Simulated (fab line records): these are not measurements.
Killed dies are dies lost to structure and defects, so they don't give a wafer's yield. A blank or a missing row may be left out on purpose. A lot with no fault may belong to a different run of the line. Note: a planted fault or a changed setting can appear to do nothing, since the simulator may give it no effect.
Matching of chambers	flow n5-finfet	4 sister chambers for N5_HKMG_FIN_PWFM_ALD_03 on ald-metal-01
The step deposits TiN, target thk 2 nm, pulse time 1 s, purge time 3 s. 8 wafers are shown with their chamber, then 10 later ones without.

== EACH WAFER AND ITS CHAMBER ==
wafer	chamber	heater-power-w (W)	heater-power-outer-w (W)
L076.2	2	989	571
L076.5	2	985	578
L078.4	1	914	567
L079.1	3	832	564
L079.2	0	1010	604
L079.4	3	830	563
L083.1	0	1020	618
L083.2	1	914	579

== WAFERS WHOSE CHAMBER IS MISSING ==
wafer	heater-power-w (W)	heater-power-outer-w (W)
L083.5	1013	618
L085.2	956	553
L085.4	806	553
L085.6	1008	608
L087.3	962	575
L087.4	985	588
L087.5	1018	604
L096.1	845	562
L096.3	953	568
L096.4	959	580

== WHICH CHAMBER EACH WENT THROUGH ==
wafer	from the rows above	in truth
L083.5	0	0
L085.2	2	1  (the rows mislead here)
L085.4	3	3
L085.6	0	0
L087.3	2	2
L087.4	2	2
L087.5	0	0
L096.1	3	3
L096.3	can't be placed: 2 or 1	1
L096.4	2	2
Correct placement for 8 of the 10. From these rows, 1 cannot be placed; in 1 the true chamber is one of the candidates. Wrongly placed: 1.
How it was worked out, from the rows above alone: a wafer's distance from a chamber is the root of the sum, over the readings, of the square of ((its reading less the chamber's mean) divided by the reading's scatter). The wafer belongs to the nearest chamber; if the next one is less than 2 further off, it can't be placed. For every chamber, the mean is computed from those of its wafers that are shown. The scatter: take each reading less its chamber's mean, square it, sum over the shown wafers, divide by the number of wafers less the number of chambers, and take the root.
